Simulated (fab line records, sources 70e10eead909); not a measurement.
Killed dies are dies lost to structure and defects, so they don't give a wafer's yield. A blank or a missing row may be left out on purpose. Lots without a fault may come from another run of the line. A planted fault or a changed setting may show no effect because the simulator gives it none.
fab line records | flow nand_harc
record lots=7 wafers=21 last_day=25
route steps=1159 shown A_CHANNEL_HOLE_D1@484 A_CHANNEL_FILL_D1@490
lots that met no fault: from a run of the same line without faults
start_h: hours from the record's first day to the start of the lot's first wafer shown | wait_h: hours since the lot's step before | " the same as in the row above | L1.1+2: a row that stands for several wafers | - no value, or no start given | * or withheld: withheld | < > ~ a bound
route shown NAME@n: a module of which the file shows steps, and the number in the route of the first | usual: mean/standard deviation of fault-free wafers | same: alike in all rows | chamber/n: place in a boat | sites: the reading at each site | _std_site: their standard deviation | _edge_site: outer sites' mean less inner sites' | radius_mm: how far each site lies from the wafer's centre | mask NAME#n: copy n | behind: the tool/chamber that last shaped the wafer | hold: why the lot was held/for how many hours/how that ended | device: the transistor (n, p or np) that didn't switch | end of line: the same wafers' tests at the end of the route | a step without rows: its recipe alone | killed: dies lost to structure and defects at the first sort, not the wafer's yield | map: a wafer's dies, x killed, . not, _ none there
set.NAME: the setting as run; set.NAME@STEP: as run at that earlier step | model.NAME: the simulator's own value behind a step, which no gauge read
lots at some steps of the route; a table a step, a row a wafer
services: from which hour (start_h, from the record's first day; less than 0 if before it) a tool's chamber was out of use, for how many hours, and why
## steps
# step NHARC_A_CHANNEL_HOLE_D1_STRIP_27
# recipe o2_flow_sccm=500 ar_flow_sccm=0 bias_w=0 chemistry=O2
# usual drypump_motor_current_A=5.7/0.44 oes_product_au=0.996/0.01 rf_vpp_V=57.7/0.77 showerhead_plenum_p_Torr=3.51/0.14 throttle_valve_pct=17.036/0.0095
# columns lot.wafer tool chamber start_h wait_h drypump_motor_current_A oes_product_au rf_hours_counter_h rf_vpp_V showerhead_plenum_p_Torr throttle_valve_pct
L369.3 rie_diel-10 3 - - 6.1 1.002 1 57.0 3.53 17.031
L369.5 " 1 " " 5.9 0.990 - 58.0 3.34 17.049
L369.6 " 2 " " 5.3 0.994 - 58.8 3.59 17.029
L371.4 rie_diel-10 1 - - 5.9 0.986 2 58.0 3.34 17.030
L371.2 " 3 " " 6.1 0.995 2 57.8 3.53 17.047
L371.5 " 0 " " 6.3 1.004 - 57.6 3.71 17.043
L372.1 rie_diel-10 2 - - 5.3 0.985 2 57.4 3.59 17.048
L372.2 " 0 " " 6.3 0.988 2 57.7 3.71 17.040
L372.6 " 1 " " 5.9 0.975 - 58.9 3.34 17.042
L380.4 rie_diel-07 0 - - 5.1 1.007 2 57.2 3.53 17.044
L380.2 " 2 " " 5.4 1.012 3 57.1 3.55 17.051
L380.3 " 3 " " 6.3 1.003 2 58.9 3.38 17.041
L386.3 rie_diel-05 3 - - 5.1 0.993 6 57.1 3.71 17.024
L386.1 " 0 " " 5.5 0.975 6 58.3 3.61 17.038
L386.6 " 2 " " 5.1 0.993 - 60.1 3.75 17.043
L389.3 rie_diel-07 0 - - 5.1 1.001 5 57.9 3.53 17.034
L389.6 " 0 " " 5.1 0.994 - 57.8 3.53 17.036
L389.5 " 1 " " 5.4 0.996 - 56.3 3.34 17.043
L390.1 rie_diel-10 3 - - 6.1 1.013 7 58.3 3.53 17.034
L390.2 " 0 " " 6.3 1.009 7 58.4 3.71 17.025
L390.4 " 2 " " 5.3 0.998 9 58.3 3.59 17.032
# step NHARC_A_CHANNEL_HOLE_D1_PRECLEAN_28
# recipe time_s=* temp_c=50 bath_age_min=0 chemistry=SC1
# step NHARC_A_CHANNEL_HOLE_D1_SRD_29
# step NHARC_A_CHANNEL_HOLE_D1_CD_MEAS_30
# usual cd_nm=89.8/1.2
# columns lot.wafer tool chamber start_h wait_h cd_nm
L369.3 cd_sem-02 - 196.32 - 89.1
L369.5 " - " " 87.6
L369.6 " - " " 90.2
L371.2 cd_sem-02 - 204.27 - 87.8
L371.4 " - " " 90.5
L371.5 " - " " 89.6
L372.1 cd_sem-02 - 209.24 - 90.0
L372.2 " - " " 90.0
L372.6 " - " " 90.0
L380.2 cd_sem-03 - 266.31 - 88.9
L380.3 " - " " 88.4
L380.4 " - " " 88.1
L386.1 cd_sem-03 - 284.75 - 90.3
L386.3 " - " " 92.6
L386.6 " - " " 90.3
L389.3 cd_sem-02 - 307.40 - 88.7
L389.5 " - " " 89.3
L389.6 " - " " 90.7
L390.1 cd_sem-03 - 322.48 - 88.5
L390.2 " - " " 90.3
L390.4 " - " " 91.8
# step NHARC_A_CHANNEL_HOLE_D1_XSEM_31
# recipe landing_energy_ev=35000
# usual bot_cd_nm=74.2/1.4 bow_nm=8.59/0.24 tilt_deg=0.07/0.037
# columns lot.wafer tool chamber start_h wait_h bot_cd_nm bow_nm tilt_deg
L369.3 xsem-02 0 196.42 0.1 73.9 8.84 0.14
L369.5 " 0 " " 72.0 8.83 0.14
L369.6 " 0 " " 74.5 8.80 0.14
L371.2 xsem-02 0 204.37 0.1 71.9 8.64 0.07
L371.4 " 0 " " 74.5 8.63 0.07
L371.5 " 0 " " 73.3 8.62 0.07
L372.1 xsem-01 0 209.33 0.1 75.0 8.82 0.09
L372.2 " 0 " " 75.5 8.80 0.09
L372.6 " 0 " " 74.5 8.82 0.09
L380.2 xsem-01 0 266.40 0.1 73.2 8.63 0.05
L380.3 " 0 " " 73.0 8.62 0.06
L380.4 " 0 " " 72.6 8.71 0.05
L386.1 xsem-01 0 284.83 0.1 74.9 8.79 0.01
L386.3 " 0 " " 77.0 8.83 0.01
L386.6 " 0 " " 75.5 8.90 0.01
L389.3 xsem-01 0 307.49 0.1 72.6 8.97 0.09
L389.5 " 0 " " 72.4 8.88 0.09
L389.6 " 0 " " 74.1 8.88 0.09
L390.1 xsem-01 0 322.56 0.1 72.3 8.35 0.12
L390.2 " 0 " " 73.9 8.42 0.12
L390.4 " 0 " " 76.2 8.36 0.12
# step NHARC_A_CHANNEL_HOLE_D1_INSPECT_40
# usual raw_defect_count=62/16
# columns lot.wafer tool chamber start_h wait_h raw_defect_count
L369.3 defect_inspect-02 - 196.51 - 71
L369.5 " - " " 48
L369.6 " - " " 58
L371.2 defect_inspect-01 - 204.46 - 77
L371.4 " - " " 61
L371.5 " - " " 44
L372.1 defect_inspect-02 - 209.42 - 46
L372.2 " - " " 55
L372.6 " - " " 44
L380.2 defect_inspect-02 - 266.49 - 68
L380.3 " - " " 81
L380.4 " - " " 82
L386.1 defect_inspect-01 - 284.93 - 63
L386.3 " - " " 83
L386.6 " - " " 87
L389.3 defect_inspect-01 - 307.58 - 59
L389.5 " - " " 53
L389.6 " - " " 30
L390.1 defect_inspect-01 - 322.66 - 43
L390.2 " - " " 56
L390.4 " - " " 47
# step NHARC_A_CHANNEL_FILL_D1_PRECLEAN_00
# recipe time_s=* temp_c=50 bath_age_min=0 chemistry=SC1
# step NHARC_A_CHANNEL_FILL_D1_SRD_01
# step NHARC_A_CHANNEL_FILL_D1_ALD_02
# recipe target_thk_a=60 pulse_time_s=10 ald_cycles=60 temp_c=300 material=SiO2
# usual ald_cycles=60/0 heater_power_w=463/45 precursor_pulse_height_rel=1.000/0.02
# columns lot.wafer tool chamber start_h wait_h ald_cycles heater_power_w precursor_pulse_height_rel
L369.3 ald_hk-03 1 196.99 - 60 443 1.009
L369.5 " 3 " " 60 446 1.003
L369.6 " 0 " " 60 498 1.022
L371.4 ald_hk-01 2 204.91 - 60 412 1.001
L371.2 " 0 " " 60 407 1.016
L371.5 " 1 " " 60 514 1.001
L372.2 ald_hk-02 2 209.76 - 60 455 0.992
L372.1 " 3 " " 60 452 1.005
L372.6 " 1 " " 60 491 1.027
L380.4 ald_hk-03 0 266.68 - 60 502 1.004
L380.3 " 2 " " 60 421 1.016
L380.2 " 3 " " 60 462 0.983
L386.3 ald_hk-03 2 285.45 - 60 422 1.019
L386.1 " 0 " " 60 488 1.007
L386.6 " 2 " " 60 431 1.026
L389.3 ald_hk-01 0 307.92 - 60 395 0.986
L389.5 " 2 " " 60 395 1.007
L389.6 " 3 " " 60 528 1.005
L390.1 ald_hk-02 1 324.82 - 60 459 1.000
L390.2 " 3 " " 60 487 0.988
L390.4 " 0 " " 60 453 1.013
# step NHARC_A_CHANNEL_FILL_D1_ALD_03
# recipe target_thk_a=60 pulse_time_s=60 ald_cycles=58 temp_c=630 pressure_torr=2 material=SiNx
# step NHARC_A_CHANNEL_FILL_D1_ALD_14
# recipe target_thk_a=25 pulse_time_s=10 ald_cycles=25 temp_c=300 material=SiO2
# usual ald_cycles=25/0 heater_power_w=465/40 precursor_pulse_height_rel=1.001/0.021
# columns lot.wafer tool chamber start_h wait_h ald_cycles heater_power_w precursor_pulse_height_rel
L369.3 ald_hk-01 0 204.26 0.2 25 396 1.025
L369.6 " 2 " " 25 411 1.015
L369.5 " 3 " " 25 553 1.012
L371.2 ald_hk-01 0 211.48 0.1 25 397 0.957
L371.4 " 2 " " 25 410 1.021
L371.5 " 3 " " 25 551 0.977
L372.2 ald_hk-03 0 216.79 0.2 25 504 1.004
L372.1 " 2 " " 25 415 0.995
L372.6 " 3 " " 25 441 1.012
L380.3 ald_hk-02 3 274.89 1.2 25 460 0.974
L380.4 " 0 " " 25 481 1.011
L380.2 " 1 " " 25 480 0.989
L386.1 ald_hk-01 1 292.24 0.1 25 523 1.018
L386.3 " 3 " " 25 530 1.020
L386.6 " 1 " " 25 509 0.948
L389.3 ald_hk-01 1 314.85 0.1 25 521 0.977
L389.5 " 3 " " 25 536 0.994
L389.6 " 0 " " 25 404 1.011
L390.1 ald_hk-01 2 332.47 0.7 25 421 0.975
L390.4 " 3 " " 25 534 1.013
L390.2 " 0 " " 25 401 1.011
# step NHARC_A_CHANNEL_FILL_D1_ALD_15
# recipe target_thk_a=20 pulse_time_s=60 ald_cycles=19 temp_c=630 pressure_torr=2 material=SiNx
# usual ald_cycles=19/0 precursor_pulse_height_rel=1.002/0.021
# columns lot.wafer tool chamber start_h wait_h ald_cycles precursor_pulse_height_rel
L369.3 ald_sin_batch-01 0 - - 19 1.009
L369.5 " 0 " " 19 0.987
L369.6 " 0 " " 19 0.982
L371.2 ald_sin_batch-02 0 - - 19 1.008
L371.4 " 0 " " 19 1.005
L371.5 " 0 " " 19 0.995
L372.1 ald_sin_batch-03 0 - - 19 1.026
L372.2 " 0 " " 19 0.986
L372.6 " 0 " " 19 1.005
L380.2 ald_sin_batch-01 0 - - 19 1.003
L380.3 " 0 " " 19 0.969
L380.4 " 0 " " 19 1.008
L386.1 ald_sin_batch-01 0 - - 19 1.011
L386.3 " 0 " " 19 0.984
L386.6 " 0 " " 19 0.977
L389.3 ald_sin_batch-01 0 - - 19 0.979
L389.5 " 0 " " 19 0.994
L389.6 " 0 " " 19 0.953
L390.1 ald_sin_batch-02 0 - - 19 1.024
L390.2 " 0 " " 19 1.033
L390.4 " 0 " " 19 0.990
# step NHARC_A_CHANNEL_FILL_D1_ALD_16
# recipe target_thk_a=15 pulse_time_s=10 ald_cycles=15 temp_c=300 material=SiO2
# usual ald_cycles=15/0 heater_power_w=463/42 precursor_pulse_height_rel=1.001/0.018
# columns lot.wafer tool chamber start_h wait_h ald_cycles heater_power_w precursor_pulse_height_rel
L369.3 ald_hk-01 2 209.46 0.1 15 408 1.016
L369.6 " 3 " " 7 564 0.988
L369.5 " 0 " " 15 404 0.994
L371.4 ald_hk-01 1 216.60 0.0 15 524 1.001
L371.2 " 2 " " 7 418 0.977
L371.5 " 1 " " 15 527 1.009
L372.2 ald_hk-01 2 222.00 0.1 7 415 0.990
L372.1 " 3 " " 15 570 1.006
L372.6 " 1 " " 7 526 1.016
L380.2 ald_hk-02 0 280.03 0.0 15 475 1.010
L380.4 " 1 " " 15 485 1.002
L380.3 " 3 " " 15 467 1.019
L386.1 ald_hk-02 0 297.62 0.3 15 434 1.029
L386.3 " 1 " " 15 479 0.994
L386.6 " 0 " " 15 469 0.985
L389.3 ald_hk-02 2 319.96 0.1 15 448 0.968
L389.5 " 0 " " 15 453 1.007
L389.6 " 1 " " 15 458 0.960
L390.1 ald_hk-01 2 337.64 0.0 15 413 0.987
L390.2 " 3 " " 15 523 1.001
L390.4 " 1 " " 15 514 0.990
# step NHARC_A_CHANNEL_FILL_D1_ANNEAL_17
# recipe temp_c=850 time_s=1800
## services
# columns tool chamber start_h hours kind
rie_diel-05 3 173.18 4.9 repair
rie_diel-10 - 176.50 9.0 pm
rie_diel-07 0 189.71 6.5 repair
rie_diel-05 - 201.79 34.4 repair
rie_diel-10 3 206.26 4.2 repair
rie_diel-10 3 216.83 24.6 repair
ald_hk-01 - 228.00 10.0 pm
ald_hk-01 0 228.00 10.0 vent_cycle
ald_hk-01 1 228.00 10.0 vent_cycle
ald_hk-01 2 228.00 10.0 vent_cycle
ald_hk-01 3 228.00 10.0 vent_cycle
rie_diel-07 - 228.21 9.0 pm
ald_hk-03 - 228.71 0.3 repair
rie_diel-10 0 232.81 11.0 repair
ald_hk-01 0 238.00 - clean
ald_hk-01 1 238.00 - clean
ald_hk-01 2 238.00 - clean
ald_hk-01 3 238.00 - clean
ald_sin_batch-01 - 259.11 3.0 repair
rie_diel-10 0 267.78 12.2 repair
xsem-02 - 302.00 14.0 pm
ald_sin_batch-03 - 314.73 26.0 pm
ald_hk-01 - 319.77 6.8 repair
rie_diel-07 1 324.93 17.9 repair
## key
first_sign step=NHARC_A_CHANNEL_FILL_D1_ALD_16 reading=ald_cycles direction=down sigmas=99+ usual=15 struck=7
effect none on later readings
met_at NHARC_A_CHANNEL_FILL_D1_ALD_16
struck_wafers L369.6,L371.2,L372.2,L372.6
tester_left_out L369,L371,L372
fault kind=process_parameter_drift tool=ald_hk-01 chamber=- onset_h=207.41 steps=NHARC_A_CHANNEL_FILL_D1_ALD_16 channel=ald_cycles offset=-8 shape=step end_h=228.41 scope=struck_wafers_only acts_in=these_recipes_only stated=15
# tester_left_out: of these lots the tester's yield and bins aren't shown, on N5 and GAA mostly nor the transistor test; their killed dies are dies lost to structure and defects alone, not to doping, threshold or leakage, so they don't give the yield
